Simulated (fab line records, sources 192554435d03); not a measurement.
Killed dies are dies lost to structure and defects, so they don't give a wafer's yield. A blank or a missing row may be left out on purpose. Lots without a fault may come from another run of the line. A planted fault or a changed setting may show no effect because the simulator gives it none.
Split-lot experiment | flow n5_finfet | 7 lots, 21 wafers read, on a route of 1938 steps

THE SPLIT
At N5_BEOL_M14_ILD_DEP_00 (deposits SiO2 from TEOS/O2, target thk 1119.3 nm, time 237.4 s), the setting temp_c was moved away from the recipe's 400 C on 6 of the 21 wafers read, by -1.9% to +1.9%. The other wafers ran this setting at the recipe's value.

The file shows no step between the split and the reading.

THE READING
M14_ILD_THK, in nm, at N5_BEOL_M14_THK_MEAS_01. Fault-free wafers of this fab line usually give 1121 nm, standard deviation 16 nm.

wafer  | tool, chamber at the split | temp_c as run, C | against the recipe | M14_ILD_THK, nm | against lot-mates on the recipe
L074.3 | pecvd-03, 0                | 400              | recipe             | 1140            | -
L074.4 | pecvd-03, 1                | 400              | recipe             | 1112            | -
L074.6 | pecvd-03, 0                | 398              | -0.5%              | 1146            | +20
L075.1 | pecvd-04, 1                | 400              | recipe             | 1089            | -
L075.3 | pecvd-04, 0                | 406.7            | +1.7%              | 1074            | -30
L075.4 | pecvd-04, 1                | 400              | recipe             | 1119            | -
L077.1 | pecvd-02, 0                | 407.5            | +1.9%              | 1053            | -44
L077.3 | pecvd-02, 2                | 400              | recipe             | 1097            | -
L077.6 | pecvd-02, 2                | 407.5            | +1.9%              | 1055            | -42
L085.2 | pecvd-04, 0                | 400              | recipe             | 1100            | -
L085.3 | pecvd-04, 2                | 400              | recipe             | 1111            | -
L085.4 | pecvd-04, 1                | 400              | recipe             | 1108            | -
L086.2 | pecvd-03, 0                | 407.5            | +1.9%              | 1078            | -58
L086.3 | pecvd-03, 1                | 400              | recipe             | 1132            | -
L086.5 | pecvd-03, 2                | 400              | recipe             | 1141            | -
L089.1 | pecvd-03, 0                | 400              | recipe             | 1138            | -
L089.4 | pecvd-03, 2                | 400              | recipe             | 1149            | -
L089.6 | pecvd-03, 0                | 392.3            | -1.9%              | 1208            | +64
L093.1 | pecvd-04, 0                | 400              | recipe             | 1109            | -
L093.5 | pecvd-04, 0                | 400              | recipe             | 1120            | -
L093.6 | pecvd-04, 2                | 400              | recipe             | 1130            | -

THE FIT
A straight line over all 21 wafers: M14_ILD_THK changes by -34.6 nm for each +1% of temp_c; r = -0.88; the points scatter about the line by 17 nm.
The same after taking each lot's own level away (the mean of its wafers on the recipe; 21 wafers): -26.9 nm for each +1%; r = -0.93; scatter 9.6 nm.
On that fit, the largest move of temp_c shifts the reading by 52 nm.
The lots' own levels span 1097.0 to 1143.5 nm, that is 2.9 times the standard deviation above.
So the lot-to-lot level changes the slope: the two fits differ.
Check: with one of the wafers moved furthest among these (-1.9%) left out of the fit, the line predicts +48.2 nm for it against its lot-mates. It came out at +64.5 nm against them.

OTHER SPLITS ON THESE WAFERS
These wafers also went through other splits before the reading. Each is held against what the fit with the lots' levels taken away leaves over:
other split on the same wafers | wafers away from the commonest value | r with M14_ILD_THK (lot level and that fit taken away)
N5_BEOL_M11_COAT_05 spin_rpm   | 6                                    | +0.10
N5_BEOL_M12_EXPOSE_07 dose_mj  | 7                                    | +0.24
N5_BEOL_M13_EXPOSE_25 dose_mj  | 6                                    | +0.16
N5_BEOL_M13_DESCUM_33 time_s   | 8                                    | +0.07

THE WHOLE CHAIN: every reading that the file lists as answering this split, in the file's order
step                    | what it does                                                   | reading                                                                             | change (the file's fit)            | r (the file's)
N5_BEOL_M14_ILD_DEP_00  | deposits SiO2 from TEOS/O2, target thk 1119.3 nm, time 237.4 s | SiO2_of_BEOL_M14_ILD_DEP_00.thk_nm (the simulator's own value, which no gauge read) | -27 nm for each +1% of the setting | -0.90
N5_BEOL_M14_THK_MEAS_01 |                                                                | M14_ILD_THK                                                                         | -27.1 for each +1% of the setting  | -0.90

THE FILE'S OWN FIT
M14_ILD_THK changes by -27.1 nm for each +1% of temp_c, r = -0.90.
